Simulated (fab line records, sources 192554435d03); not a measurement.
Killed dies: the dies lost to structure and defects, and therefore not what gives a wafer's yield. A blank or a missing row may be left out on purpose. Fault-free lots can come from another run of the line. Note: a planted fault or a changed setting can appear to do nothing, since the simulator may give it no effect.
Chamber matching ; flow n5-finfet ; N5_BEOL_M4_STRIP_19 on rie-diel-01: 4 sister chambers
The step strips in O2. 16 wafers are shown with their chamber, then 8 later ones without.

WAFERS WITH THEIR CHAMBER
wafer;chamber;showerhead-plenum-p-Torr (Torr);drypump-motor-current-A (A);throttle-valve-pct (%)
L082.1;1;2.17;5.3;17.17
L082.2;2;2.02;5.3;17.09
L082.4;3;2.14;6.1;16.41
L084.1;3;2.14;6.1;16.43
L084.3;0;2.09;5.1;16.65
L084.5;0;2.09;5.1;16.67
L085.3;2;2.02;5.2;17.09
L085.5;0;2.09;5.1;16.67
L085.6;1;2.17;5.3;17.17
L086.1;2;2.02;5.2;17.10
L086.4;3;2.13;6.1;16.45
L086.5;0;2.09;5.1;16.69
L087.1;2;2.02;5.2;17.11
L087.5;0;2.09;5.1;16.71
L087.6;1;2.17;5.3;16.68
L089.2;3;2.13;6.1;16.49

SIGNATURES (averages over the wafers above)
reading;chamber 0;chamber 1;chamber 2;chamber 3;scatter within a chamber
showerhead-plenum-p-Torr;2.0900;2.1700;2.0200;2.1350;0.00289
drypump-motor-current-A;5.100;5.300;5.225;6.100;0.025
throttle-valve-pct;16.6780;17.0067;17.0975;16.4450;0.118
Rule: for a wafer and a chamber, the distance is found by dividing, reading by reading, the gap between the wafer's reading and the chamber's mean by the reading's scatter, squaring, summing and taking the root. The wafer belongs to the nearest chamber; if the next one is less than 2 further off, it can't be placed. The scatter: take each reading less its chamber's mean, square it, sum over the shown wafers, divide by the number of wafers less the number of chambers, and take the root.

WAFERS MISSING THEIR CHAMBER
wafer;showerhead-plenum-p-Torr (Torr);drypump-motor-current-A (A);throttle-valve-pct (%)
L089.4;2.09;5.1;16.70
L089.5;2.02;5.2;17.11
L090.1;2.13;6.1;16.46
L090.4;2.02;5.2;17.11
L090.6;2.02;5.3;17.11
L093.4;2.17;5.3;16.68
L093.5;2.01;5.3;17.12
L093.6;2.13;6.1;16.49

EACH ONE'S CHAMBER
wafer;from the rows above;in truth
L089.4;0;0
L089.5;2;2
L090.1;3;3
L090.4;2;2
L090.6;2;2
L093.4;1;1
L093.5;2;2
L093.6;3;3
8 of 8 placed correctly. Can't be placed from these rows: 0. Number placed wrongly: 0.
